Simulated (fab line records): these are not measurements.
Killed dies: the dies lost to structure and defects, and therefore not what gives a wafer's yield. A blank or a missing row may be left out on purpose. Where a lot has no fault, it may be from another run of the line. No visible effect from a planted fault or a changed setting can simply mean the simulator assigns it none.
Which tool was responsible? + flow nand harc + Sampling: 11 lots, 33 wafers, 5 of 1302 route steps

== WHAT THE GAUGES SHOWED, per wafer ==
NHARC_A_CONTACT_CD_MEAS_69: the cd target is 300 nm.
| lot  | measured     | on        | cd nm (nm)        |
|------|--------------|-----------|-------------------|
| L871 | day 22 06:12 | cd sem-02 | 300.0 299.5 300.0 |
| L872 | day 22 12:52 | cd sem-02 | 300.1 301.0 301.0 |
| L874 | day 23 04:59 | cd sem-01 | 300.0 300.4 300.8 |
| L876 | day 24 21:22 | cd sem-01 | 298.6 299.3 300.0 |
| L880 | day 26 00:31 | cd sem-01 | 300.4 301.0 301.1 |
| L879 | day 26 02:58 | cd sem-03 | 299.8 299.5 300.3 |
| L881 | day 26 22:45 | cd sem-01 | 300.1 300.0 299.7 |
| L882 | day 27 02:14 | cd sem-01 | 299.2 300.0 298.9 |
| L890 | day 29 22:28 | cd sem-01 | 299.9 300.6 299.4 |
| L889 | day 29 23:02 | cd sem-01 | 299.3 299.3 299.2 |
| L892 | day 31 18:41 | cd sem-01 | 299.4 300.6 299.2 |

NHARC_END_SORT_01.
| lot  | measured     | on        | killed at array | killed at other | killed at periphery | killed dies | killed open | killed short |
|------|--------------|-----------|-----------------|-----------------|---------------------|-------------|-------------|--------------|
| L889 | day 32 08:11 | prober-01 | 64 652 43       | 1 0 2           | 1 1 4               | 66 653 49   | 2 5 5       | 2 1 4        |

== EACH LOT AND THE TOOL THAT RAN IT (in order: tool; ch and the chambers of the sampled wafers; start) ==
| lot  | NHARC_A_CONTACT_DESCUM_74          | NHARC_A_CONTACT_ETCH_75            | NHARC_A_CONTACT_ETCH_76            |
|------|------------------------------------|------------------------------------|------------------------------------|
| L871 | rie diel-03 ch 1,2,3, day 22 06:24 | rie diel-03 ch 1,3, day 22 06:29   | rie diel-03 ch 0,3, day 22 06:34   |
| L872 | rie diel-10 ch 2,3, day 22 13:04   | rie diel-10 ch 1,2,3, day 22 13:09 | rie diel-10 ch 1,2, day 22 13:14   |
| L874 | rie diel-03 ch 0,1,3, day 23 05:11 | rie diel-03 ch 0,3, day 23 05:16   | rie diel-03 ch 0,1, day 23 05:22   |
| L876 | rie diel-11 ch 0,2,3, day 24 21:35 | rie diel-11 ch 1,3, day 24 21:39   | rie diel-11 ch 1,2, day 24 21:46   |
| L880 | rie diel-03 ch 0,1,2, day 26 00:43 | rie diel-03 ch 2,3, day 26 00:48   | rie diel-03 ch 1,2, day 26 00:55   |
| L879 | rie diel-03 ch 0,1,3, day 26 03:08 | rie diel-03 ch 0,2,3, day 26 03:14 | rie diel-03 ch 0,1,2, day 26 03:19 |
| L881 | rie diel-11 ch 0,3, day 26 22:56   | rie diel-11 ch 0,1, day 26 23:01   | rie diel-11 ch 1,2, day 26 23:07   |
| L882 | rie diel-03 ch 0,2,3, day 27 02:26 | rie diel-03 ch 0,1, day 27 02:30   | rie diel-03 ch 2,3, day 27 02:36   |
| L890 | rie diel-03 ch 1,2,3, day 29 22:40 | rie diel-03 ch 1,2,3, day 29 22:44 | rie diel-03 ch 1,2,3, day 29 22:49 |
| L889 | rie diel-11 ch 0,1,3, day 29 23:14 | rie diel-11 ch 0,1,3, day 29 23:19 | rie diel-11 ch 0,3, day 29 23:26   |
| L892 | rie diel-03 ch 2,3, day 31 18:53   | rie diel-03 ch 0,1, day 31 18:58   | rie diel-03 ch 0,1,2, day 31 19:07 |
- NHARC_A_CONTACT_DESCUM_74: chemistry O2, time 3 s.
- NHARC_A_CONTACT_ETCH_75: etches the open film in CF4, target depth 39 nm, time 65 s.
- NHARC_A_CONTACT_ETCH_76: etches the open film in N2/H2, target depth 260 nm, time 475.3 s.

== AS READ BY THE TOOLS THEMSELVES (means over the sampled wafers that have a number; for cases with no such wafer, the mark the record gives instead) ==
NHARC_A_CONTACT_DESCUM_74.
| lot  | tool        | drypump motor current A (A) | oes product au (a.u.) | rf vpp V (V) | showerhead plenum p Torr (Torr) | throttle valve pct (%) |
|------|-------------|-----------------------------|-----------------------|--------------|---------------------------------|------------------------|
| L871 | rie diel-03 | 5.7                         | 1.018                 | 58.1         | 1.93                            | 11.305                 |
| L872 | rie diel-10 | 5.8                         | 0.999                 | 58.8         | 1.94                            | 11.303                 |
| L874 | rie diel-03 | 5.4                         | 1.011                 | 57.4         | 1.97                            | 11.315                 |
| L876 | rie diel-11 | 5.9                         | 1.000                 | 57.7         | 1.97                            | 11.301                 |
| L880 | rie diel-03 | 5.8                         | 1.013                 | 57.9         | 1.94                            | 11.308                 |
| L879 | rie diel-03 | 5.4                         | 1.014                 | 57.5         | 1.97                            | 11.312                 |
| L881 | rie diel-11 | 5.7                         | 0.996                 | 57.8         | 1.95                            | 11.311                 |
| L882 | rie diel-03 | 5.5                         | 1.003                 | 58.3         | 2.01                            | 11.315                 |
| L890 | rie diel-03 | 5.7                         | 1.012                 | 57.8         | 1.92                            | 11.310                 |
| L889 | rie diel-11 | 5.7                         | 0.996                 | 57.9         | 1.96                            | 11.317                 |
| L892 | rie diel-03 | 5.4                         | 1.016                 | 57.7         | 1.98                            | 11.315                 |

NHARC_A_CONTACT_ETCH_75.
| lot  | tool        | drypump motor current A (A) | oes product au (a.u.) | rf fwd power W (W) | rf vpp V (V) | showerhead plenum p Torr (Torr) | throttle valve pct (%) |
|------|-------------|-----------------------------|-----------------------|--------------------|--------------|---------------------------------|------------------------|
| L871 | rie diel-03 | 5.2                         | 1.013                 | 297.7              | 152.7        | 1.80                            | 13.293                 |
| L872 | rie diel-10 | 5.6                         | 0.990                 | 297.7              | 152.0        | 1.81                            | 13.284                 |
| L874 | rie diel-03 | 5.1                         | 1.010                 | 298.6              | 151.7        | 1.87                            | 13.278                 |
| L876 | rie diel-11 | 5.7                         | 0.994                 | 298.4              | 152.4        | 1.84                            | 13.282                 |
| L880 | rie diel-03 | 5.4                         | 1.000                 | 298.9              | 151.5        | 1.83                            | 13.293                 |
| L879 | rie diel-03 | 5.5                         | 1.006                 | 298.5              | 151.8        | 1.85                            | 13.291                 |
| L881 | rie diel-11 | 5.6                         | 0.994                 | 296.8              | 151.9        | 1.84                            | 13.291                 |
| L882 | rie diel-03 | 5.5                         | 1.014                 | 297.3              | 152.7        | 1.83                            | 13.294                 |
| L890 | rie diel-03 | 5.7                         | 1.007                 | 297.4              | 151.8        | 1.77                            | 13.282                 |
| L889 | rie diel-11 | 5.7                         | 0.992                 | 297.2              | 151.7        | 1.81                            | 13.278                 |
| L892 | rie diel-03 | 5.6                         | 1.001                 | 295.9              | 151.5        | 1.83                            | 13.284                 |

NHARC_A_CONTACT_ETCH_76.
| lot  | tool        | drypump motor current A (A) | h2 flow sccm (sccm) | oes product au (a.u.) | rf fwd power W (W) | rf vpp V (V) | showerhead plenum p Torr (Torr) | throttle valve pct (%) |
|------|-------------|-----------------------------|---------------------|-----------------------|--------------------|--------------|---------------------------------|------------------------|
| L871 | rie diel-03 | 5.1                         | 150.0               | 1.014                 | 399.3              | 434.0        | 2.17                            | 14.171                 |
| L872 | rie diel-10 | 5.3                         | 149.9               | 0.992                 | 399.5              | 431.5        | 2.05                            | 14.162                 |
| L874 | rie diel-03 | 5.6                         | 150.6               | 1.015                 | 398.3              | 433.0        | 2.12                            | 14.168                 |
| L876 | rie diel-11 | 5.7                         | 150.3               | 0.984                 | 399.1              | 434.7        | 2.18                            | 14.171                 |
| L880 | rie diel-03 | 6.1                         | 150.5               | 1.007                 | 400.0              | 430.4        | 2.03                            | 14.173                 |
| L879 | rie diel-03 | 5.9                         | 149.8               | 1.011                 | 400.0              | 431.4        | 2.07                            | 14.174                 |
| L881 | rie diel-11 | 5.7                         | 149.8               | 0.996                 | 400.0              | 434.5        | 2.17                            | 14.170                 |
| L882 | rie diel-03 | 5.8                         | 150.2               | 1.000                 | 399.2              | 432.8        | 2.09                            | 14.184                 |
| L890 | rie diel-03 | 5.7                         | 149.9               | 1.015                 | 400.0              | 430.8        | 2.05                            | 14.173                 |
| L889 | rie diel-11 | 5.9                         | 149.7               | 0.936                 | 400.8              | 430.5        | 2.03                            | 14.175                 |
| L892 | rie diel-03 | 5.9                         | 150.0               | 1.001                 | 399.4              | 430.5        | 2.06                            | 14.182                 |

== THE ANSWER, worked out from the rows above alone ==
Rule: what is usual is taken from the lots themselves. Put in order of their means at a reading, lots are off if they are a third of the lots or fewer, leave a main group of 4 or more, and stand apart from it by a gap of 3 or more times the standard deviation of the main group's means; of several such gaps the widest counts. The tables above print the reading to a certain number of digits; a main group whose means all agree to those digits is not used. Also off: a lot with no number at a reading for which 4 or more lots have one. Any other lot the step has rows for is counted as sound. The gauges are gone through in route order, then the tools' own readings, and for those a lot's mean is taken as printed above. At the first step where some lot is off, the reading lying furthest off is the one used; lots without a number count as furthest.
Off: L889, at NHARC_A_CONTACT_ETCH_76 (oes product au). The main group has a mean of 1.003 a.u. with a standard deviation of 0.01.
If a tool, at that step or one of the process steps before it, ran each lot that is off and ran no sound lot following the first of them, it fits. One fits: NHARC_A_CONTACT_DESCUM_74 and NHARC_A_CONTACT_ETCH_75 and NHARC_A_CONTACT_ETCH_76 on rie diel-11. At NHARC_A_CONTACT_DESCUM_74 its last sound lot is L881 (day 26 22:56), its first lot that is off L889 (day 29 23:14): a fault that began between those two fits.

== WHAT THE SIMULATOR PUT IN ==
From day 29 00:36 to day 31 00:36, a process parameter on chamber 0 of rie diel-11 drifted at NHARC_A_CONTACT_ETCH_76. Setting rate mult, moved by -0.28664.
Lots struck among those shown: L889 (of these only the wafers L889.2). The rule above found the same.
